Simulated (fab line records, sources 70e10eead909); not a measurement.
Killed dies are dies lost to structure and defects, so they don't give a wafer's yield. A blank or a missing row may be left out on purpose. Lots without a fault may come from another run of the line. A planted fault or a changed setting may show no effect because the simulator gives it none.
fab line records | flow nand_harc
record lots=6 wafers=18 last_day=24
route steps=1159 shown A_WL_FILL@828 A_CONTACT@840 END@1159
lots that met no fault: from a run of the same line without faults
start_h: hours from the record's first day to the start of the lot's first wafer shown | wait_h: hours since the lot's step before | " the same as in the row above | L1.1+2: a row that stands for several wafers | - no value, or no start given | * or withheld: withheld | < > ~ a bound
route shown NAME@n: a module of which the file shows steps, and the number in the route of the first | usual: mean/standard deviation of fault-free wafers | same: alike in all rows | chamber/n: place in a boat | sites: the reading at each site | _std_site: their standard deviation | _edge_site: outer sites' mean less inner sites' | radius_mm: how far each site lies from the wafer's centre | mask NAME#n: copy n | behind: the tool/chamber that last shaped the wafer | hold: why the lot was held/for how many hours/how that ended | device: the transistor (n, p or np) that didn't switch | end of line: the same wafers' tests at the end of the route | a step without rows: its recipe alone | killed: dies lost to structure and defects at the first sort, not the wafer's yield | map: a wafer's dies, x killed, . not, _ none there
set.NAME: the setting as run; set.NAME@STEP: as run at that earlier step | model.NAME: the simulator's own value behind a step, which no gauge read
lots at some steps of the route; a table a step, a row a wafer
services: from which hour (start_h, from the record's first day; less than 0 if before it) a tool's chamber was out of use, for how many hours, and why
## steps
# step NHARC_A_WL_FILL_CVD_23
# recipe target_thk_a=400 temp_c=620 pressure_mtorr=200 time_s=800 material=poly-Si
# step NHARC_A_WL_FILL_ETCHBACK_26
# recipe target_depth_a=520 time_s=13.3 hbr_flow_sccm=150 rf_w=350 icp_w=350 bias_w=60 chemistry=HBr
# usual drypump_motor_current_A=5.8/0.58 oes_product_au=1.003/0.0099 rf_fwd_power_W=342.6/1.6 throttle_valve_pct=23.267/0.0082
# columns lot.wafer tool chamber start_h wait_h drypump_motor_current_A oes_product_au rf_fwd_power_W rf_hours_counter_h throttle_valve_pct
L717.1 rie_si-01 3 360.62 0.4 5.2 0.993 341.8 0.3 23.266
L717.3 " 1 " " 5.3 0.997 343.0 0.4 23.273
L717.5 " 2 " " 6.6 1.010 342.4 - 23.254
L723.3 rie_si-01 3 382.50 0.4 5.2 0.997 342.3 0.5 23.271
L723.2 " 0 " " 5.5 0.991 342.4 0.5 23.276
L723.1 " 1 " " 5.3 0.991 343.7 0.5 23.270
L729.2 rie_si-04 0 427.63 0.4 6.1 1.012 344.9 1.2 23.274
L729.1 " 3 " " 4.8 1.025 340.7 1.0 23.278
L729.6 " 1 " " 5.5 0.995 343.2 - 23.253
L733.4 rie_si-05 2 439.54 0.4 5.4 1.009 346.0 0.2 23.260
L733.2 " 0 " " 6.4 1.024 343.2 0.2 23.270
L733.3 " 1 " " 6.6 1.005 340.8 0.1 23.277
L734.3 rie_si-05 1 460.51 0.4 6.6 1.001 343.1 0.3 23.269
L734.2 " 0 " " 6.4 1.004 345.9 0.3 23.256
L734.6 " 2 " " 5.4 0.998 345.4 - 23.260
L738.2 rie_si-01 1 479.39 0.4 5.3 0.982 342.9 1.2 23.266
L738.3 " 3 " " 5.2 0.991 341.2 1.3 23.277
L738.6 " 2 " " 6.6 1.002 342.9 - 23.249
# step NHARC_A_WL_FILL_PRECLEAN_30
# recipe time_s=10 chemistry=dHF
# step NHARC_A_WL_FILL_SRD_14
# step NHARC_A_WL_FILL_ALD_19
# recipe target_thk_a=20 pulse_time_s=3 ald_cycles=100 temp_c=450 material=TiN
# usual heater_power_w=1095/65 precursor_pulse_height_rel=1.000/0.02
# columns lot.wafer tool chamber start_h wait_h heater_power_w precursor_pulse_height_rel
L717.1 ald_metal-02 2 360.88 0.1 1097 0.997
L717.3 " 1 " " 1006 1.028
L717.5 " 3 " " 1137 1.008
L723.1 ald_metal-02 0 382.76 0.1 1029 1.007
L723.2 " 2 " " 1070 0.939
L723.3 " 3 " " 1197 1.014
L729.1 ald_metal-02 0 427.89 0.1 1077 1.053
L729.2 " 2 " " 1048 0.999
L729.6 " 1 " " 1025 1.012
L733.3 ald_metal-04 1 439.82 0.1 1054 0.996
L733.4 " 2 " " 1041 1.016
L733.2 " 3 " " 1148 0.999
L734.3 ald_metal-02 3 460.83 0.1 1164 1.038
L734.2 " 1 " " 1010 1.000
L734.6 " 2 " " 1084 0.977
L738.3 ald_metal-01 1 479.68 0.1 1075 0.980
L738.2 " 3 " " 1239 1.004
L738.6 " 1 " " 1067 0.999
# step NHARC_A_WL_FILL_CVD_20
# recipe target_thk_a=750 temp_c=300 pressure_torr=40 wf6_flow_sccm=40 h2_flow_sccm=1600 ar_flow_sccm=1560 time_s=5064 material=W
# usual heater_power_w=482/58 mfc_wf6_sccm=40.00/0.1 throttle_valve_pct=7.81/0.27
# columns lot.wafer tool chamber start_h wait_h heater_power_w mfc_wf6_sccm throttle_valve_pct
L717.1 cvd_w-01 1 - - 393 39.95 7.46
L717.3 " 0 " " 527 40.17 8.14
L717.5 " 1 " " 395 40.06 7.55
L723.2 cvd_w-02 1 - - 488 40.04 7.87
L723.1 " 0 " " 531 39.99 7.30
L723.3 " 0 " " 524 39.76 7.38
L729.1 cvd_w-02 0 - - 514 40.12 7.41
L729.2 " 1 " " 481 40.16 8.02
L729.6 " 0 " " 535 40.01 7.39
L733.2 cvd_w-02 0 - - 523 39.97 7.53
L733.4 " 0 " " 533 39.97 7.56
L733.3 " 1 " " 493 39.98 7.76
L734.2 cvd_w-02 0 - - 535 39.98 7.42
L734.3 " 1 " " 476 40.09 7.86
L734.6 " 0 " " 526 40.04 7.61
L738.2 cvd_w-02 1 - - 492 39.95 8.07
L738.3 " 0 " " 535 39.90 7.84
L738.6 " 1 " " 485 40.06 7.99
# step NHARC_A_WL_FILL_CMP_12
# recipe t_overpolish_s=30 target_thk_nm=75
# usual motor_current_A=11.7/0.98 overpolish_run_s=29.999/0.0086 time_to_endpoint_s=14.4/2.1
# same t_overpolish_s=30
# columns lot.wafer tool chamber start_h wait_h motor_current_A overpolish_run_s time_to_endpoint_s
L717.3 cmp-02 1 372.70 2.2 11.4 29.988 19.4
L717.1 " 3 " " 12.5 29.999 12.9
L717.5 " 0 " " 11.5 29.987 15.4
L723.2 cmp-04 1 396.51 4.3 11.2 30.001 16.4
L723.1 " 3 " " 12.1 30.011 14.3
L723.3 " 0 " " 11.8 29.999 15.6
L729.1 cmp-04 1 433.21 4.4 11.2 30.001 15.0
L729.2 " 2 " " 10.8 30.003 14.3
L729.6 " 3 " " 12.6 29.999 11.6
L733.4 cmp-03 2 446.14 2.9 10.7 30.006 14.6
L733.3 " 3 " " 11.3 30.012 14.8
L733.2 " 1 " " 14.2 29.988 14.6
L734.2 cmp-04 3 470.57 4.3 12.1 30.002 14.8
L734.3 " 1 " " 10.7 29.988 19.4
L734.6 " 3 " " 12.9 29.988 15.1
L738.2 cmp-02 1 484.92 3.6 11.3 30.003 16.1
L738.3 " 2 " " 11.0 30.002 16.7
L738.6 " 1 " " 10.9 30.015 14.8
# step NHARC_A_WL_FILL_SRD_31
# step NHARC_A_WL_FILL_INSPECT_15
# usual raw_defect_count=382/120
# columns lot.wafer tool chamber start_h wait_h raw_defect_count
L717.1 defect_inspect-02 - 373.14 0.0 405
L717.3 " - " " 388
L717.5 " - " " 293
L723.1 defect_inspect-01 - 397.01 0.0 430
L723.2 " - " " 239
L723.3 " - " " 343
L729.1 defect_inspect-01 - 433.66 0.0 366
L729.2 " - " " 276
L729.6 " - " " 266
L733.2 defect_inspect-02 - 446.64 0.0 327
L733.3 " - " " 296
L733.4 " - " " 416
L734.2 defect_inspect-01 - 471.02 0.0 396
L734.3 " - " " 338
L734.6 " - " " 400
L738.2 defect_inspect-02 - 485.41 0.0 488
L738.3 " - " " 433
L738.6 " - " " 324
# step NHARC_A_CONTACT_DEP_24
# recipe target_thk_a=5000 temp_c=400 pressure_torr=6.5 rf_w=900 teos_flow_sccm=161.4 flow_sccm=2650 target_thk_nm=500 gas=O2 material=SiO2
# usual heater_power_w=536/69 rf_fwd_power_W=899/3.1 throttle_valve_pct=16.0/0.52
# columns lot.wafer tool chamber start_h wait_h heater_power_w rf_fwd_power_W throttle_valve_pct
L717.3 pecvd-04 0 373.21 0.1 560 899 15.9
L717.1 " 1 " " 503 890 16.0
L717.5 " 1 " " 532 896 16.0
L723.2 pecvd-04 2 397.08 0.1 539 901 16.2
L723.1 " 0 " " 597 895 15.7
L723.3 " 1 " " 538 899 15.6
L723.2 pecvd-04 2 397.90 - 529 900 16.7
L723.1 " 0 " " 615 898 15.7
L723.3 " 1 " " 530 902 15.7
L729.1 pecvd-02 1 433.73 0.1 512 903 15.7
L729.2 " 0 " " 574 899 16.6
L729.6 " 1 " " 537 900 15.7
L729.1 pecvd-02 1 434.34 - 505 902 15.5
L729.2 " 0 " " 578 898 16.7
L729.6 " 1 " " 536 902 15.6
L733.3 pecvd-02 0 446.70 0.1 565 902 16.7
L733.2 " 2 " " 399 900 15.4
L733.4 " 0 " " 581 899 16.4
L734.2 pecvd-02 1 471.09 0.1 536 897 15.6
L734.3 " 0 " " 580 896 16.5
L734.6 " 2 " " 436 904 15.2
L738.2 pecvd-02 0 485.54 0.1 586 894 16.9
L738.3 " 1 " " 511 901 15.8
L738.6 " 1 " " 566 899 15.8
# step NHARC_END_SORT_01
# recipe temp_c=25
# usual killed_at_array=27/8.8 killed_at_other=0.4/0.82 killed_at_periphery=3.1/2.1 killed_dies=31/8.8 killed_open=3.3/2 killed_short=2.0/1.4
# same gross_dies=677
# columns lot.wafer tool chamber start_h wait_h killed_at_array killed_at_other killed_at_periphery killed_dies killed_open killed_short
L729.6 prober-01 0 509.80 4.0 29 0 1 30 5 6
# killed by level:class
L729.6 A_CHANNEL_HOLE_D1:chamber_film_flake=16 A_CHANNEL_FILL_D1:geometric_particle:short=3 A_WL_FILL:geometric_particle:open=2 A_STAIRCASE:chamber_film_flake=2 P_M1:geometric_particle:short=1 A_ONON_D1:geometric_particle:open=1 A_CHANNEL_HOLE_D1:geometric_particle:open=1 A_CONTACT:geometric_particle:short=1
## services
# columns tool chamber start_h hours kind
cvd_w-02 1 348.95 29.2 repair
cvd_w-01 - 349.92 0.3 repair
cvd_w-01 - 350.75 2.6 repair
cvd_w-02 0 363.96 1.8 repair
ald_metal-02 - 364.03 10.0 pm
pecvd-04 - 376.24 13.0 pm
cvd_w-02 - 376.77 13.0 pm
cmp-04 - 388.85 4.1 repair
cmp-02 - 389.09 6.8 repair
ald_metal-02 2 393.04 28.9 repair
cmp-04 - 399.25 4.0 pm
rie_si-01 0 401.57 2.1 repair
ald_metal-02 - 404.46 0.5 repair
cmp-04 - 415.49 0.4 repair
rie_si-05 - 416.00 9.0 pm
cmp-02 - 422.75 4.0 pm
cmp-02 - 454.30 5.3 repair
cmp-04 - 460.97 1.1 repair
ald_metal-02 1 463.48 24.4 repair
rie_si-05 1 470.38 4.6 repair
cmp-04 - 472.79 0.9 repair
pecvd-04 - 478.30 5.0 repair
rie_si-01 - 481.00 9.0 pm
cmp-02 - 485.22 5.4 repair
## key
first_sign step=NHARC_A_CONTACT_DEP_24 reading=visit direction=added
effect none on later readings
met_at NHARC_A_CONTACT_DEP_24
struck_wafers L723.1,L723.2,L723.3,L729.1,L729.2,L729.6
tester_left_out L723,L729
fault kind=repeated_step_whole tool=pecvd-01,pecvd-02,pecvd-04 chamber=- onset_h=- steps=NHARC_A_CONTACT_DEP_24 times=1 scope=struck_lots_only
# tester_left_out: of these lots the tester's yield and bins aren't shown, on N5 and GAA mostly nor the transistor test; their killed dies are dies lost to structure and defects alone, not to doping, threshold or leakage, so they don't give the yield
